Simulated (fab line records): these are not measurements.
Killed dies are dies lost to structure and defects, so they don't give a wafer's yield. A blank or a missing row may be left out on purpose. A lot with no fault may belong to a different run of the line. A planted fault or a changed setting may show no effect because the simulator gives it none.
Matching of chambers + flow n5Finfet + N5_BEOL_M5_ETCH_75 on rieDiel-02: 4 sister chambers
The step etches underlayer in N2/H2, target depth 6.5 nm, time 5.2 s. 4 wafers are shown with their chamber, then 12 later ones without.

## WAFERS, EACH WITH ITS CHAMBER
| wafer  | chamber | drypumpMotorCurrentA (A) |
|--------|---------|--------------------------|
| L083.1 | 0       | 6.5                      |
| L083.4 | 3       | 5.9                      |
| L091.5 | 2       | 5.2                      |
| L091.6 | 1       | 5.9                      |

## WAFERS WHOSE CHAMBER IS MISSING
| wafer  | drypumpMotorCurrentA (A) |
|--------|--------------------------|
| L092.3 | 6.5                      |
| L092.4 | 5.9                      |
| L092.6 | 5.2                      |
| L093.1 | 6.5                      |
| L093.2 | 5.9                      |
| L093.4 | 5.9                      |
| L094.1 | 5.9                      |
| L094.2 | 6.5                      |
| L094.5 | 5.3                      |
| L097.2 | 5.3                      |
| L097.4 | 5.9                      |
| L097.5 | 5.3                      |

## THE CHAMBER EACH PASSED THROUGH
| wafer  | from the rows above     | in truth |
|--------|-------------------------|----------|
| L092.3 | 0                       | 0        |
| L092.4 | can't be placed: 1 or 3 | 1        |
| L092.6 | 2                       | 2        |
| L093.1 | 0                       | 0        |
| L093.2 | can't be placed: 1 or 3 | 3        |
| L093.4 | can't be placed: 1 or 3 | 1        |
| L094.1 | can't be placed: 1 or 3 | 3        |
| L094.2 | 0                       | 0        |
| L094.5 | 2                       | 2        |
| L097.2 | 2                       | 2        |
| L097.4 | can't be placed: 1 or 3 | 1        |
| L097.5 | 2                       | 2        |
Correctly placed: 7 of 12. Unplaceable from these rows: 5, with the true chamber sitting among the candidates in 5. Wrongly placed: 0.
How it was worked out, from the rows above alone: a wafer's distance from a chamber is the root of the sum, over the readings, of the square of ((its reading less the chamber's mean) divided by the reading's scatter). The wafer belongs to the nearest chamber; if the next one is less than 2 further off, it can't be placed. The mean given for a chamber averages the wafers shown for that chamber. The scatter: root of mean squared gap, hidden wafer to nearest shown wafer, with one shown wafer a chamber.
